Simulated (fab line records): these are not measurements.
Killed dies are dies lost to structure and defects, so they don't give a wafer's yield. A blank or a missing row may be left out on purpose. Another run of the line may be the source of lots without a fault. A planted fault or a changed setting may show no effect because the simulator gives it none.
Matching of chambers | flow n5-finfet | N5_MOL_CONTACT_COAG_CMP_23 on cmp-04: 4 sister chambers
The step polishes, stops on SiO2, t overpolish 1.5 s, target thk 0 nm. 8 wafers are shown with their chamber, then 6 later ones without.

WAFERS PAIRED WITH THEIR CHAMBERS
wafer  | chamber | motor-current-A (A) | overpolish-run-s (s)
L079.4 | 3       | 8.1                 | 1.491
L083.1 | 1       | 7.6                 | 1.502
L084.3 | 0       | 8.5                 | 1.494
L084.4 | 1       | 7.8                 | 1.488
L086.1 | 0       | 7.9                 | 1.483
L087.3 | 3       | 7.9                 | 1.478
L087.4 | 2       | 8.4                 | 1.496
L092.2 | 2       | 8.4                 | 1.506

WAFERS WHOSE CHAMBER IS MISSING
wafer  | motor-current-A (A) | overpolish-run-s (s)
L092.4 | 7.9                 | 1.494
L095.1 | 7.6                 | 1.510
L095.3 | 8.0                 | 1.511
L095.4 | 8.3                 | 1.472
L097.1 | 7.9                 | 1.485
L097.2 | 7.8                 | 1.505

WHICH CHAMBER EACH ONE RAN IN
wafer  | from the rows above               | in truth
L092.4 | can't be placed: 1 or 3 or 0 or 2 | 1
L095.1 | can't be placed: 1 or 3 or 2 or 0 | 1
L095.3 | can't be placed: 2 or 1 or 0 or 3 | 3
L095.4 | can't be placed: 3 or 0 or 2 or 1 | 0
L097.1 | can't be placed: 3 or 0 or 1      | 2
L097.2 | can't be placed: 1 or 3 or 0 or 2 | 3
Placed correctly: 0 of 6. Unplaceable from these rows: 6, with the true chamber sitting among the candidates in 5. Number placed wrongly: 0.
How it was worked out, from the rows above alone: a wafer's distance from a chamber is the root of the sum, over the readings, of the square of ((its reading less the chamber's mean) divided by the reading's scatter). If the next closest chamber is less than 2 further off than the closest, the wafer can't be placed; otherwise it belongs to the closest. Each chamber's mean is taken over the wafers shown for it. How the scatter is found: for the shown wafers, subtract from each reading the mean of its chamber, square and add these, divide the total by (wafers less chambers), then take the root.
